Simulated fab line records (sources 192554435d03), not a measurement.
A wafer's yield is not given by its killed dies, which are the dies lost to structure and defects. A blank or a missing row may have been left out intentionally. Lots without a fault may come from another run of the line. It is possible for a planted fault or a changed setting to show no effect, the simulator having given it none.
Split-lot experiment :: flow n5Finfet :: on a route of 1938 steps: 7 lots, 21 wafers read

ABOUT THE SPLIT
At N5_BEOL_M6_ETCH_62 (etches SOC in N2/H2, target depth 110 nm, overetch 22 nm, time 165 s), the setting timeS was moved away from the recipe's 165 s on 8 of the 21 wafers read, by -20.5% to +18.9%. This setting was run at the recipe's value on the other wafers.

The reading comes from the split's own step.

THE READING
SiARC_of_BEOL_M6_COAT_60.thkNm (the simulator's own value, which no gauge read), in nm, at N5_BEOL_M6_ETCH_62 (etches SOC in N2/H2, target depth 110 nm, overetch 22 nm, time 165 s). The file gives no usual value for it. Average 28.5 nm, standard deviation 0.12 nm, over the 13 wafers here run with the recipe.

wafer: L074.2
tool, chamber at the split: rieDiel-04, 2
timeS as run, s: 165
against the recipe: recipe
SiARC_of_BEOL_M6_COAT_60.thkNm, nm: 28.6
against lot-mates on the recipe: -

wafer: L074.3
tool, chamber at the split: rieDiel-04, 2
timeS as run, s: 131.2
against the recipe: -20.5%
SiARC_of_BEOL_M6_COAT_60.thkNm, nm: 30
against lot-mates on the recipe: +1.4

wafer: L074.4
tool, chamber at the split: rieDiel-04, 1
timeS as run, s: 131.2
against the recipe: -20.5%
SiARC_of_BEOL_M6_COAT_60.thkNm, nm: 29.6
against lot-mates on the recipe: +1.0

wafer: L076.1
tool, chamber at the split: rieDiel-04, 2
timeS as run, s: 196.2
against the recipe: +18.9%
SiARC_of_BEOL_M6_COAT_60.thkNm, nm: 27.4
against lot-mates on the recipe: -0.8

wafer: L076.2
tool, chamber at the split: rieDiel-04, 1
timeS as run, s: 165
against the recipe: recipe
SiARC_of_BEOL_M6_COAT_60.thkNm, nm: 28.2
against lot-mates on the recipe: -

wafer: L076.5
tool, chamber at the split: rieDiel-04, 1
timeS as run, s: 196.2
against the recipe: +18.9%
SiARC_of_BEOL_M6_COAT_60.thkNm, nm: 26.8
against lot-mates on the recipe: -1.4

wafer: L084.3
tool, chamber at the split: rieDiel-01, 1
timeS as run, s: 195.6
against the recipe: +18.5%
SiARC_of_BEOL_M6_COAT_60.thkNm, nm: 27
against lot-mates on the recipe: -1.6

wafer: L084.5
tool, chamber at the split: rieDiel-01, 1
timeS as run, s: 195.6
against the recipe: +18.5%
SiARC_of_BEOL_M6_COAT_60.thkNm, nm: 27
against lot-mates on the recipe: -1.6

wafer: L084.6
tool, chamber at the split: rieDiel-01, 0
timeS as run, s: 165
against the recipe: recipe
SiARC_of_BEOL_M6_COAT_60.thkNm, nm: 28.6
against lot-mates on the recipe: -

wafer: L085.1
tool, chamber at the split: rieDiel-02, 2
timeS as run, s: 165
against the recipe: recipe
SiARC_of_BEOL_M6_COAT_60.thkNm, nm: 28.4
against lot-mates on the recipe: -

wafer: L085.5
tool, chamber at the split: rieDiel-02, 1,0
timeS as run, s: 165
against the recipe: recipe
SiARC_of_BEOL_M6_COAT_60.thkNm, nm: 28.6
against lot-mates on the recipe: -

wafer: L085.6
tool, chamber at the split: rieDiel-02, 1,0
timeS as run, s: 165
against the recipe: recipe
SiARC_of_BEOL_M6_COAT_60.thkNm, nm: 28.6
against lot-mates on the recipe: -

wafer: L092.1
tool, chamber at the split: rieDiel-02, 1,2
timeS as run, s: 165
against the recipe: recipe
SiARC_of_BEOL_M6_COAT_60.thkNm, nm: 28.4
against lot-mates on the recipe: -

wafer: L092.2
tool, chamber at the split: rieDiel-02, 1,2
timeS as run, s: 165
against the recipe: recipe
SiARC_of_BEOL_M6_COAT_60.thkNm, nm: 28.4
against lot-mates on the recipe: -

wafer: L092.3
tool, chamber at the split: rieDiel-02, 3
timeS as run, s: 165
against the recipe: recipe
SiARC_of_BEOL_M6_COAT_60.thkNm, nm: 28.6
against lot-mates on the recipe: -

wafer: L093.2
tool, chamber at the split: rieDiel-02, 1
timeS as run, s: 143.7
against the recipe: -12.9%
SiARC_of_BEOL_M6_COAT_60.thkNm, nm: 29
against lot-mates on the recipe: +0.6

wafer: L093.3
tool, chamber at the split: rieDiel-02, 0,3
timeS as run, s: 165
against the recipe: recipe
SiARC_of_BEOL_M6_COAT_60.thkNm, nm: 28.4
against lot-mates on the recipe: -

wafer: L093.4
tool, chamber at the split: rieDiel-02, 0,3
timeS as run, s: 165
against the recipe: recipe
SiARC_of_BEOL_M6_COAT_60.thkNm, nm: 28.4
against lot-mates on the recipe: -

wafer: L091.1
tool, chamber at the split: rieDiel-02, 1
timeS as run, s: 178.6
against the recipe: +8.2%
SiARC_of_BEOL_M6_COAT_60.thkNm, nm: 27.6
against lot-mates on the recipe: -0.8

wafer: L091.5
tool, chamber at the split: rieDiel-02, 2,3
timeS as run, s: 165
against the recipe: recipe
SiARC_of_BEOL_M6_COAT_60.thkNm, nm: 28.4
against lot-mates on the recipe: -

wafer: L091.6
tool, chamber at the split: rieDiel-02, 2,3
timeS as run, s: 165
against the recipe: recipe
SiARC_of_BEOL_M6_COAT_60.thkNm, nm: 28.4
against lot-mates on the recipe: -
Rows listing several chambers each stand for several wafers; the file does not say which wafer went through which chamber.

FIT RESULTS
A straight line over all 21 wafers: SiARC_of_BEOL_M6_COAT_60.thkNm changes by -0.0698 nm for each +1% of timeS; r = -0.97; the points scatter about the line by 0.19 nm.
The same after taking each lot's own level away (the mean of its wafers on the recipe; 21 wafers): -0.0657 nm for each +1%; r = -0.97; scatter 0.2 nm.
According to that fit, moving timeS by its largest amount changes the reading by 1.3 nm.
From 28.20 to 28.60 nm: that is the span of the lots' own levels, equal to 3.3 times the standard deviation above.
Hence the lot-to-lot level has little effect on the slope; both slopes agree.
Check: with one of the wafers moved furthest among these (-20.5%) left out of the fit, the line predicts +1.25 nm for it against its lot-mates. Against them it came out at +1.4 nm.

FURTHER SPLITS ON THESE WAFERS
Other splits were also applied to these wafers ahead of the reading. Each is held against what the fit with the lots' levels taken away leaves over:
other split on the same wafers: N5_BEOL_M5_EXPOSE_08 doseMj
wafers away from the commonest value: 9
r with SiARC_of_BEOL_M6_COAT_60.thkNm (lot level and that fit taken away): +0.02

other split on the same wafers: N5_BEOL_M6_ETCH_61 biasW
wafers away from the commonest value: 10
r with SiARC_of_BEOL_M6_COAT_60.thkNm (lot level and that fit taken away): +0.24

THE WHOLE CHAIN: every reading that the file lists as answering this split, in the file's order
step: N5_BEOL_M6_ETCH_62
what it does: etches SOC in N2/H2, target depth 110 nm, overetch 22 nm, time 165 s
reading: SiARC_of_BEOL_M6_COAT_60.thkNm (the simulator's own value, which no gauge read)
change (the file's fit): -0.0659 nm for each +1% of the setting
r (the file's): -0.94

step: N5_BEOL_M6_HM_OPEN_17
what it does: chemistry Cl2/BCl3, target TiN, target depth 20 nm, overetch 6 nm
reading: etch.depthNm (the simulator's own value, which no gauge read)
change (the file's fit): not straight: 20.31 at the lowest setting, 20.08 at the recipe, 17.42 at the highest
r (the file's): not given

FILE'S OWN FIT
SiARC_of_BEOL_M6_COAT_60.thkNm changes by -0.0659 nm for each +1% of timeS, r = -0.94.
